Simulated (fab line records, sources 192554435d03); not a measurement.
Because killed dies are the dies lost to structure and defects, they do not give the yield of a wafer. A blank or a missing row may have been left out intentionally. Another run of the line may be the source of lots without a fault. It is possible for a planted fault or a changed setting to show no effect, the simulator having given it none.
A struck lot beside a sound one / flow n5-finfet / 44 steps out of a route of 1938
Sound: wafers L548.2, L548.3, L548.5. Struck: wafer L563.3; the same lot's L563.4 was not struck, so it is left out; see the end for the cause.
Order at every step that has rows: each side's tool, ch and its chambers, its first start. Under that, the readings that differ: sound wafers / struck wafers / difference of the means / sigmas: that difference in standard deviations of wafers without a fault.
alike: a reading whose means differ by less than 2 such deviations, as well as words and numbers matching on both sides. not compared: withheld readings; readings where some wafer has no value; bounds like >300 that might hide an equal value; numbers whose values overlap and for which the record gives no deviation.
A row with sigmas, a row that says differs or no value, or rows on one side alone: a step with any of these is where the two part. Non-overlapping numbers with no deviation appear without sigmas and do not part them. Lack of a reading on every wafer of one side parts them only where that side has two or more wafers.

N5_BEOL_M6_SPUTTER_48: material Cu, target thk 10 nm, time 1.667 s.
  sound: pvd-sputter-02 at day 10 17:52; struck: pvd-sputter-03 at day 14 03:22
  alike: chuck-sensor-temp-C, throttle-valve-pct
then, 1 step without rows for these wafers: N5_BEOL_M6_ECD_50 (material Cu, target thk 300 nm).
N5_BEOL_M6_ANNEAL_51: time 90 s.
  sound on rtp-anneal-01 ch 0, day 10 18:23; struck on rtp-anneal-01 ch 0, day 14 03:41
reading=wafer_temp_C_max; sound=225.82 225.95 225.36; struck=225.22; difference=-0.49; sigmas=-2
  alike: anneal-temp-c
then, 1 step without rows for these wafers: N5_BEOL_M6_CMP_52 (polishes, stops on SiCOH lowk, t overpolish 6.9 s, target thk 80 nm).
N5_BEOL_M6_THK_MEAS_53: measures by xrf.
  sound: film-metro-02 at day 10 18:56; struck: film-metro-02 at day 14 04:11
  alike: M6_THK
then, 1 step without rows for these wafers: N5_BEOL_M6_PRE_CLEAN_55 (time 15 s).
N5_BEOL_M6_DEP_56: deposits SiCN from 3MS/NH3, target thk 10 nm, time 17.5 s.
  sound on pecvd-04 ch 0,1,2, day 10 19:00; struck on pecvd-04 ch 0, day 14 04:15
  alike: showerhead-plenum-p-Torr, throttle-valve-pct
N5_BEOL_M6_RS_MEAS_57: the measuring method here is four-point-probe.
  sound: film-metro-02 at day 10 19:04; struck: film-metro-02 at day 14 04:19
  alike: M6_RS
N5_BEOL_M6_INSPECT_58: inspects for defects (darkfield).
  sound: defect-inspect-01 at day 10 19:06; struck: defect-inspect-02 at day 14 04:20
  alike: raw-defect-count
N5_BEOL_M7_ILD_DEP_00: deposits SiCOH lowk from DEMS/porogen, target thk 179.75 nm, time 33.4 s.
  sound on pecvd-01 ch 0,1,2, day 10 19:08; struck on pecvd-01 ch 1, day 14 04:23
  alike: heater-power-w, showerhead-plenum-p-Torr, throttle-valve-pct
then, 1 step without rows for these wafers: N5_BEOL_M7_CURE_74 (cures SiCOH lowk, time 240 s).
N5_BEOL_M7_THK_MEAS_01:
  sound: film-metro-01 at day 10 19:43; struck: film-metro-01 at day 14 04:58
reading=M7_ILD_THK (nm); sound=158.9 155.7 157.7; struck=152.0; difference=-5.4; sigmas=-2
N5_BEOL_M7_PECVD_70: deposits SiO2 from TEOS/O2, target thk 20 nm, time 22.7 s.
  sound on pecvd-01 ch 0,1, day 10 19:45; struck on pecvd-03 ch 2, day 14 04:59
reading=heater-power-w (W); sound=912 643 944; struck=560; difference=-273; sigmas=-2
reading=showerhead-plenum-p-Torr (Torr); sound=8.93 8.94 8.91; struck=8.76; difference=-0.17; sigmas=-2
reading=model.SiO2_of_BEOL_M7_PECVD_70.thk-nm (nm); sound=20 19.8 20.2; struck=22.4; difference=+2.4; sigmas=
  alike: throttle-valve-pct
N5_BEOL_M7_HM_DEP_02: deposits TiN, target thk 20 nm.
  sound: pvd-sputter-01 at day 10 21:10; struck: pvd-sputter-01 at day 14 06:41
  alike: throttle-valve-pct
then, 8 steps without rows for these wafers: N5_BEOL_M7_COAT_59 (time 60 s, resist thk 100 nm); N5_BEOL_M7_COAT_60 (time 60 s, resist thk 35 nm); N5_BEOL_M7_COAT_05 (resist thk 90 nm); N5_BEOL_M7_EBR_07; N5_BEOL_M7_SOFTBAKE_06 (time 60 s); N5_BEOL_M7_EXPOSE_08 (exposes mask M7); N5_BEOL_M7_PEB_09 (peb time 60 s); N5_BEOL_M7_DEVELOP_10 (develop time 30 s).
N5_BEOL_M7_CD_MEAS_11: target cd 38.5 nm.
  sound on cd-sem-03 ch 0, day 10 21:32; struck on cd-sem-02 ch 0, day 14 07:04
  alike: cd-nm
N5_BEOL_M7_OVL_MEAS_12:
  sound on overlay-01 ch 0, day 10 21:34; struck on overlay-01 ch 0, day 14 07:05
  alike: M7_OVL
N5_BEOL_M7_INSPECT_13: inspects for defects (brightfield).
  sound: defect-inspect-01 at day 10 21:35; struck: defect-inspect-01 at day 14 07:07
  alike: raw-defect-count
then, 7 steps without rows for these wafers: N5_BEOL_M7_DESCUM_16 (chemistry O2, time 7.9 s); N5_BEOL_M7_ETCH_61 (etches SiARC in CF4, target depth 45.5 nm, time 75.8 s); N5_BEOL_M7_ETCH_62 (etches SOC in N2/H2, target depth 110 nm, overetch 22 nm, time 165 s); N5_BEOL_M7_STRIP_68 (strips in N2/H2); N5_BEOL_M7_STRIP_67 (strips in CF4); N5_BEOL_M7_HM_OPEN_17 (chemistry Cl2/BCl3, target TiN, target depth 20 nm, overetch 6 nm); N5_BEOL_M7_STRIP_19 (strips in O2).
N5_BEOL_M7_CD_MEAS_18: pitch 80 nm, target cd 40 nm.
  sound: cd-sem-03 at day 10 22:05; struck: cd-sem-02 at day 14 07:56
reading=cd-nm (nm); sound=39.3 40.1 39.8; struck=41.2; difference=+1.5; sigmas=+2
then, 9 steps without rows for these wafers: N5_BEOL_M7_COAT_63 (time 60 s, resist thk 60 nm); N5_BEOL_M7_COAT_64 (time 60 s, resist thk 12 nm); N5_BEOL_M7_COAT_71 (time 60 s, resist thk 5 nm); N5_BEOL_M7_COAT_22 (resist thk 30 nm); N5_BEOL_M7_EBR_24; N5_BEOL_M7_SOFTBAKE_23 (time 60 s); N5_BEOL_M7_EXPOSE_25 (exposes mask V6, target cd 40 nm); N5_BEOL_M7_PEB_26 (peb time 60 s); N5_BEOL_M7_DEVELOP_27 (develop time 30 s).
N5_BEOL_M7_HM_STRIP_39: strips TiN in peroxide tin strip, target depth 25 nm, time 158 s.
  sound on wet-bench-03 ch 0,3,7, day 10 23:32; struck on wet-bench-01 ch 3, day 14 09:28
reading=model.SiO2_of_BEOL_M7_PECVD_70.thk-nm (nm); sound=20 19.6 20; struck=22.2; difference=+2.3; sigmas=
  alike: temp-c
-- the record jumps here: 3 days lie between the struck wafers' starts before and after (it left off in module BEOL_M7 and takes up again in module PASSIVATION, whose first step shown is number 1936 of the route) --
N5_PASSIVATION_PROBE_49:
  sound: prober-02 at day 14 02:19; struck: prober-01 at day 17 17:04
reading=killed-at-front-end; sound=44 45 64; struck=21; difference=-30; sigmas=-2
  alike: defect-limited-yield, killed_at_M0_to_M3, killed_at_M4_up, killed-at-contacts, killed-at-other, killed-dies, killed-open, killed-short, sort_bin_5_function, sort_bin_6_memory, sort-n-pass, sort-yield-pct

== WHERE THEY PART ==
First at N5_BEOL_M6_ANNEAL_51; last, within this record, at N5_PASSIVATION_PROBE_49.

WHY: what the simulator had put in
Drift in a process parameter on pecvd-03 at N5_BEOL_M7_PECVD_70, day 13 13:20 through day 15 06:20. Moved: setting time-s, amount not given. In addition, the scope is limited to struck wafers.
